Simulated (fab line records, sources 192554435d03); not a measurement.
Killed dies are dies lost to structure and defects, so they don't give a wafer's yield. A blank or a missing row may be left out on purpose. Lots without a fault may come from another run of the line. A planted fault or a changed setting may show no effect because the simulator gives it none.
Which tool did it? | flow n5_finfet | 12 lots, 36 wafers sampled, at 3 steps of a route of 1938

WHAT THE GAUGES READ, wafer by wafer
N5_BEOL_M5_INSPECT_30: inspects for defects (brightfield).
lot  | measured     | on                | raw_defect_count
L075 | day 11 08:29 | defect_inspect-02 | 471 314 340
L077 | day 11 18:19 | defect_inspect-01 | 393 585 426
L080 | day 12 06:47 | defect_inspect-01 | 529 526 403
L082 | day 12 15:54 | defect_inspect-02 | 405 453 495
L084 | day 12 22:10 | defect_inspect-01 | 447 425 545
L086 | day 13 11:56 | defect_inspect-02 | 388 343 295
L088 | day 14 04:31 | defect_inspect-01 | 411 524 609
L087 | day 14 10:32 | defect_inspect-01 | 379 562 434
L091 | day 14 16:44 | defect_inspect-01 | 401 382 375
L079 | day 15 17:23 | defect_inspect-02 | 357 423 537
L096 | day 16 02:19 | defect_inspect-01 | 415 330 343
L095 | day 16 19:31 | defect_inspect-01 | 567 497 262

WHICH TOOL RAN EACH LOT (tool, then ch and the chambers of the sampled wafers, then the start)
lot  | N5_BEOL_M5_ETCH_72                 | N5_BEOL_M5_ETCH_61
L075 | rie_diel-03 ch 2,3, day 11 06:59   | rie_diel-03 ch 2,3, day 11 07:00
L077 | rie_diel-01 ch 0,3, day 11 15:31   | rie_diel-01 ch 0,3, day 11 15:32
L080 | rie_diel-01 ch 1,2,3, day 12 05:46 | rie_diel-01 ch 1,2,3, day 12 05:47
L082 | rie_diel-01 ch 0,3, day 12 15:07   | rie_diel-01 ch 0,3, day 12 15:07
L084 | rie_diel-01 ch 1,2, day 12 19:38   | rie_diel-01 ch 1,2, day 12 19:39
L086 | rie_diel-06 ch 1,2, day 13 10:34   | rie_diel-06 ch 1,2, day 13 10:35
L088 | rie_diel-03 ch 0,1, day 14 01:10   | rie_diel-03 ch 0,1, day 14 01:11
L087 | rie_diel-03 ch 0,1,3, day 14 06:23 | rie_diel-03 ch 0,1,3, day 14 06:23
L091 | rie_diel-01 ch 0,1,2, day 14 14:53 | rie_diel-01 ch 0,1,2, day 14 14:55
L079 | rie_diel-01 ch 0,1,2, day 15 15:11 | rie_diel-01 ch 0,1,2, day 15 15:13
L096 | rie_diel-06 ch 0,1,3, day 16 01:02 | rie_diel-06 ch 0,1,3, day 16 01:04
L095 | rie_diel-06 ch 0,2, day 16 16:13   | rie_diel-06 ch 0,2, day 16 16:14
- N5_BEOL_M5_ETCH_72: etches underlayer in N2/H2, target depth 6.5 nm, time 5.2 s.
- N5_BEOL_M5_ETCH_61: etches SiARC in CF4, target depth 15.6 nm, time 26 s.

THE ANSWER, worked out from the rows above alone
Rule: what is usual is taken from the lots themselves. Put in order of their means at a reading, lots are off if they are a third of the lots or fewer, leave a main group of 4 or more, and stand apart from it by a gap of 3 or more times the standard deviation of the main group's means; of several such gaps the widest counts. A main group whose means are all the same, to the digits that the tables above print for the reading, isn't used. A lot without any number at a reading at which 4 lots or more have one is off too. The other lots that the step has rows for count as sound.
No lot is off at any reading shown: from this, nothing can be told.

WHAT THE SIMULATOR HAD PUT IN
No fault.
